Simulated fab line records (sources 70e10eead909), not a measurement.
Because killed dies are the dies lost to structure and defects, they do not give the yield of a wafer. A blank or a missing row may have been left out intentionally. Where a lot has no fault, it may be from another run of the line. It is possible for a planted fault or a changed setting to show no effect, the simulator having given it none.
fab line records | flow nand_harc | part 2 of 2: steps 17 to 30 of 30
[record] lots = 5 wafers = 15 last_day = 33
route steps=1302 shown A_STAIRCASE@699
lots that met no fault: taken from a fault-free run of the same line
start_h: hours from the record's first day to the start of the lot's first wafer shown | wait_h: how many hours have passed since the lot's step before this one | " same as the row above | L1.1+2: one row covering several wafers at once | - no value present, or no start provided | * or withheld: withheld | < > ~ a bound
route shown NAME@n: names a module that has steps shown in the file, with the first one's number in the route | usual: mean/standard deviation taken from wafers without a fault | same: alike in all rows | chamber/n: place in a boat | sites: per-site readings | _std_site: the values' standard deviation | _edge_site: outer sites' mean less inner sites' | radius_mm: how far each site lies from the wafer's centre | mask NAME#n: copy n | behind: the most recent tool/chamber to have shaped the wafer | hold: reason for holding the lot/hours on hold/outcome of the hold | device: the transistor (n, p or np) that didn't switch | end of line: at the end of the route, the tests of the same wafers | a step with no rows: only its recipe | killed: not the wafer's yield, but the dies lost to structure and defects at the first sort | map: shows each die of a wafer: x if killed, . if not, _ if none is there
set.NAME: the run value of the setting; set.NAME@STEP: its run value at that earlier step | model.NAME: the simulator's own value behind a step, which no gauge read
lots at selected steps of the route; one table per step, one row per wafer
services: a tool's chamber out of use, with start hour (start_h, from the record's first day; less than 0 if before it), hours out, and reason
[[steps]]
[step NHARC_A_STAIRCASE_TRIM_202]
[recipe] time_s = 211.2 o2_flow_sccm = 500 ar_flow_sccm = 0 bias_w = 0 chemistry = O2
[usual] drypump_motor_current_A = 5.3/0.47 oes_product_au = 1.000/0.011 rf_vpp_V = 57.7/0.89 showerhead_plenum_p_Torr = 3.49/0.18 throttle_valve_pct = 17.036/0.0087
// columns lot.wafer tool chamber start_h wait_h drypump_motor_current_A oes_product_au rf_hours_counter_h rf_vpp_V showerhead_plenum_p_Torr throttle_valve_pct
L077.3 rie_diel-08 2 - - 4.8 0.991 1 57.6 3.38 17.043
L077.1 " 3 " " 5.2 0.972 1 58.1 3.78 17.041
L077.2 " 0 " " 5.1 1.007 1 58.0 3.40 17.040
L084.2 rie_diel-06 2 - - 4.8 0.999 55 56.7 3.27 17.041
L084.1 " 3 " " 5.0 1.022 58 57.4 3.31 17.023
L084.6 " 2 " " 4.8 1.008 - 56.7 3.27 17.034
L091.1 rie_diel-08 3 - - 5.2 0.985 43 57.5 3.75 17.027
L091.3 " 1 " " 4.9 1.001 53 57.1 3.52 17.039
L091.6 " 3 " " 5.2 0.985 - 57.3 3.75 17.045
L092.4 rie_diel-06 0 - - 5.6 1.011 - 57.7 3.80 17.046
L092.6 " 1 " " 5.2 0.994 - 60.5 3.73 17.034
L092.5 " 3 " " 5.0 1.019 - 57.7 3.29 17.038
L097.1 rie_diel-08 0 - - 5.1 1.009 12 57.7 3.37 17.040
L097.3 " 3 " " 5.1 1.001 12 57.9 3.74 17.030
L097.5 " 0 " " 5.1 1.004 - 57.8 3.37 17.024
[step NHARC_A_STAIRCASE_ETCH_203]
[recipe] target_depth_a = 1000 time_s = 40.5 ion_energy_ev = 400 c4f8_flow_sccm = 20 o2_flow_sccm = 10 ar_flow_sccm = withheld rf_w = 600 bias_w = 1000 chemistry = C4F8/O2
[usual] oes_product_au = 0.947/0.016 rf_vpp_V = 894/6.6
// columns lot.wafer tool chamber start_h wait_h oes_product_au rf_hours_counter_h rf_vpp_V
L077.2 rie_diel-08 2 - - 0.944 1 891
L077.3 " 0 " " 0.961 1 892
L077.1 " 1 " " 0.948 1 896
L084.2 rie_diel-06 0 - - 0.933 53 888
L084.1 " 2 " " 0.946 55 885
L084.6 " 3 " " 0.963 - 889
L091.3 rie_diel-08 1 - - 0.935 53 896
L091.1 " 3 " " 0.927 43 905
L091.6 " 0 " " 0.946 - 890
L092.4 rie_diel-06 0 - - 0.940 - 906
L092.6 " 1 " " 0.948 - 905
L092.5 " 3 " " 0.959 - 888
L097.3 rie_diel-08 0 - - 0.934 12 890
L097.1 " 1 " " 0.933 9 895
L097.5 " 1 " " 0.919 - 895
[step NHARC_A_STAIRCASE_STRIP_205]
[recipe] power_w = 1500 temp_c = 250 chemistry = O2
[usual] drypump_motor_current_A = 5.6/0.3 heater_power_w = 348/30
// columns lot.wafer tool chamber start_h wait_h drypump_motor_current_A heater_power_w rf_hours_counter_h
L077.1 plasma_asher-02 0 385.66 0.1 5.3 407 25
L077.2 " 1 " " 6.1 355 25
L077.3 " 0 " " 5.3 409 -
L084.1 plasma_asher-01 1 472.95 0.1 5.7 337 27
L084.2 " 0 " " 5.4 327 27
L084.6 " 0 " " 5.4 322 -
L091.1 plasma_asher-02 1 533.14 0.1 6.1 358 20
L091.3 " 0 " " 5.3 404 -
L091.6 " 1 " " 6.1 360 -
L092.4 plasma_asher-02 0 541.07 0.2 5.3 406 -
L092.6 " 1 " " 6.1 363 -
L092.5 " 0 " " 5.3 405 -
L097.1 plasma_asher-01 1 594.71 0.1 5.7 316 14
L097.3 " 0 " " 5.4 327 -
L097.5 " 1 " " 5.7 328 -
[step NHARC_A_STAIRCASE_STRIP_206]
[recipe] time_s = 900 temp_c = 130 chemistry = SPM
[usual] bath_guard_temp_C = 129.8/0.45
// columns lot.wafer tool chamber start_h wait_h bath_guard_temp_C
L077.3 wet_bench-07 0 386.02 0.2 130.4
L077.1 " 1 " " 129.3
L077.2 " 2 " " 130.6
L084.6 wet_bench-02 3 473.30 0.1 129.3
L084.1 " 6 " " 130.8
L084.2 " 7 " " 130.3
L091.3 wet_bench-04 0 533.44 0.2 130.5
L091.6 " 1 " " 129.6
L091.1 " 5 " " 130.0
L092.6 wet_bench-04 0 541.28 0.1 129.9
L092.4 " 4 " " 129.9
L092.5 " 5 " " 130.0
L097.1 wet_bench-02 2 595.01 0.3 129.7
L097.5 " 6 " " 130.5
L097.3 " 7 " " 130.3
[step NHARC_A_STAIRCASE_PRECLEAN_207]
[recipe] time_s = * temp_c = 50 bath_age_min = 0 chemistry = SC1
[usual] bath_guard_temp_C = 49.8/0.43 nh4oh_flow_mL_min = 28.31/0.097
// columns lot.wafer tool chamber start_h wait_h bath_guard_temp_C nh4oh_flow_mL_min
L077.3 wet_bench-07 0 - - 50.1 28.35
L077.1 " 1 " " 49.3 28.40
L077.2 " 2 " " 50.7 28.17
L084.6 wet_bench-02 3 - - 49.6 28.42
L084.1 " 6 " " 50.4 28.19
L084.2 " 7 " " 50.4 28.22
L091.3 wet_bench-04 0 - - 50.0 28.24
L091.6 " 1 " " 49.6 28.19
L091.1 " 5 " " 50.0 28.31
L092.6 wet_bench-04 0 - - 49.6 28.25
L092.4 " 4 " " 49.7 28.37
L092.5 " 5 " " 50.0 28.34
L097.1 wet_bench-02 2 - - 49.4 28.35
L097.5 " 6 " " 50.5 28.34
L097.3 " 7 " " 49.7 28.37
[step NHARC_A_STAIRCASE_SRD_208]
// columns lot.wafer tool chamber start_h wait_h
L077.3+1+2 wet_bench-07 0,1,2 - -
L084.6+1+2 wet_bench-02 3,6,7 - -
L091.3+6+1 wet_bench-04 0,1,5 - -
L092.6+4+5 wet_bench-04 0,4,5 - -
L097.1+5+3 wet_bench-02 2,6,7 - -
[step NHARC_A_STAIRCASE_DEHYDRATE_209]
[recipe] temp_c = 150 time_s = 120
// columns lot.wafer tool chamber start_h wait_h
L077.1+2+3 litho_track-03 0 386.46 -
L084.1+2+6 litho_track-05 0 473.76 -
L091.1+3+6 litho_track-05 0 533.89 -
L092.4+5+6 litho_track-03 0 541.74 -
L097.1+3+5 litho_track-02 0 595.46 -
[step NHARC_A_STAIRCASE_HMDS_210]
[recipe] time_s = 30
// columns lot.wafer tool chamber start_h wait_h
L077.1+2+3 litho_track-03 0 - -
L084.1+2+6 litho_track-05 0 - -
L091.1+3+6 litho_track-05 0 - -
L092.4+5+6 litho_track-03 0 - -
L097.1+3+5 litho_track-02 0 - -
[step NHARC_A_STAIRCASE_COAT_211]
[recipe] spin_rpm = 1200
// columns lot.wafer tool chamber start_h wait_h
L077.1+2+3 litho_track-03 0 - -
L084.1+2+6 litho_track-05 0 - -
L091.1+3+6 litho_track-05 0 - -
L092.4+5+6 litho_track-03 0 - -
L097.1+3+5 litho_track-02 0 - -
[step NHARC_A_STAIRCASE_SOFTBAKE_212]
[recipe] temp_c = 135 time_s = 170
// columns lot.wafer tool chamber start_h wait_h
L077.1+2+3 litho_track-03 0 - -
L084.1+2+6 litho_track-05 0 - -
L091.1+3+6 litho_track-05 0 - -
L092.4+5+6 litho_track-03 0 - -
L097.1+3+5 litho_track-02 0 - -
[step NHARC_A_STAIRCASE_EBR_213]
// columns lot.wafer tool chamber start_h wait_h
L077.1+2+3 litho_track-03 0 - -
L084.1+2+6 litho_track-05 0 - -
L091.1+3+6 litho_track-05 0 - -
L092.4+5+6 litho_track-03 0 - -
L097.1+3+5 litho_track-02 0 - -
[step NHARC_A_STAIRCASE_EXPOSE_214]
[recipe] na = 0.5 dose_mj = 31.26 mask_id = STAIR_3
// columns lot.wafer tool chamber start_h wait_h mask
L077.1+2+3 krf_scanner-01 0 386.66 - STAIR_3#0
L084.1+2+6 krf_scanner-03 0 473.97 - STAIR_3#0
L091.1+3+6 krf_scanner-01 0 534.10 - STAIR_3#0
L092.4+5+6 krf_scanner-02 0 541.96 - STAIR_3#0
L097.1+3+5 krf_scanner-01 0 595.67 - STAIR_3#0
[step NHARC_A_STAIRCASE_PEB_215]
[recipe] peb_temp_c = 115 peb_time_s = 130
// columns lot.wafer tool chamber start_h wait_h
L077.1+2+3 litho_track-03 0 386.73 0.1
L084.1+2+6 litho_track-03 0 474.04 0.1
L091.1+3+6 litho_track-02 0 534.16 0.1
L092.4+5+6 litho_track-03 0 542.02 0.0
L097.1+3+5 litho_track-02 0 595.74 0.1
[step NHARC_A_STAIRCASE_DEVELOP_216]
[recipe] time_s = 140
// columns lot.wafer tool chamber start_h wait_h
L077.1+2+3 litho_track-03 0 - -
L084.1+2+6 litho_track-03 0 - -
L091.1+3+6 litho_track-02 0 - -
L092.4+5+6 litho_track-03 0 - -
L097.1+3+5 litho_track-02 0 - -
[[services]]
// columns tool chamber start_h hours kind
rie_diel-08 3 362.54 5.3 repair
krf_scanner-01 - 367.41 1.7 repair
rie_diel-08 - 370.30 9.0 pm
rie_diel-01 - 380.84 9.0 pm
krf_scanner-01 - 394.43 0.3 repair
rie_diel-06 2 396.28 6.9 repair
litho_track-02 - 402.00 7.0 pm
wet_bench-04 - 403.20 8.0 pm
wet_bench-02 - 420.00 8.0 pm
plasma_asher-02 - 426.00 9.0 pm
litho_track-03 - 450.00 7.0 pm
plasma_asher-02 - 450.10 0.8 repair
krf_scanner-01 - 464.65 0.5 repair
litho_track-05 - 474.00 7.0 pm
krf_scanner-01 - 484.00 4.0 pm
rie_diel-06 - 484.27 9.0 pm
rie_diel-08 3 484.52 13.7 repair
rie_diel-08 0 500.86 19.0 repair
rie_diel-06 1 513.87 7.6 repair
rie_diel-08 3 522.70 4.1 repair
rie_diel-08 - 547.30 9.0 pm
rie_diel-01 - 557.91 9.0 pm
litho_track-02 - 577.00 7.0 pm
wet_bench-04 - 579.20 8.0 pm
